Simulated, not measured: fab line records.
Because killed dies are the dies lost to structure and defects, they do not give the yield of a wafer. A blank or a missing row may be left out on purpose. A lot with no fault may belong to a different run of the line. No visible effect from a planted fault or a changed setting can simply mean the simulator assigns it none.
Which tool is to blame? / flow nand harc / 36 wafers sampled from 12 lots at 1 step of a route of 1159

## WHAT EACH GAUGE READ, for each wafer
NHARC_A_CHANNEL_HOLE_D1_CD_MEAS_10: the cd target is 100 nm.
lot=L075; measured=day 8 15:41; on=cd sem-03; cd nm (nm)=100.0 100.5 99.6
lot=L076; measured=day 8 20:56; on=cd sem-03; cd nm (nm)=99.9 99.9 100.1
lot=L079; measured=day 9 13:38; on=cd sem-01; cd nm (nm)=99.9 100.2 100.5
lot=L080; measured=day 9 20:43; on=cd sem-01; cd nm (nm)=100.5 99.1 100.0
lot=L084; measured=day 10 14:45; on=cd sem-03; cd nm (nm)=100.8 100.1 100.8
lot=L085; measured=day 10 23:46; on=cd sem-01; cd nm (nm)=99.8 100.0 100.3
lot=L086; measured=day 11 15:16; on=cd sem-02; cd nm (nm)=99.2 99.5 99.2
lot=L088; measured=day 11 21:49; on=cd sem-02; cd nm (nm)=100.4 100.5 100.8
lot=L091; measured=day 12 06:20; on=cd sem-02; cd nm (nm)=99.5 100.0 100.5
lot=L093; measured=day 13 08:59; on=cd sem-03; cd nm (nm)=99.4 99.9 99.6
lot=L095; measured=day 13 15:49; on=cd sem-01; cd nm (nm)=100.1 100.0 99.0
lot=L097; measured=day 14 11:13; on=cd sem-02; cd nm (nm)=100.7 100.0 100.1

## WHICH TOOL RAN EACH LOT (tool, then ch and the chambers of the sampled wafers, then the start)
The record shows no process step preceding these readings.

## THE ANSWER, worked out from the rows above alone
Rule: usual is defined by the lots themselves. The widest of any qualifying gaps counts: lots, ordered by their means at a reading, are off when they make up no more than a third of the lots, leave a main group of 4 or more, and stand apart from it by 3 or more times the standard deviation of that group's means. A main group whose means are all the same, to the digits that the tables above print for the reading, isn't used. A lot without any number at a reading at which 4 lots or more have one is off too. The other lots that the step has rows for count as sound.
Across all readings shown, no lot is off: no conclusion can be drawn from this.

## WHAT THE SIMULATOR PUT IN
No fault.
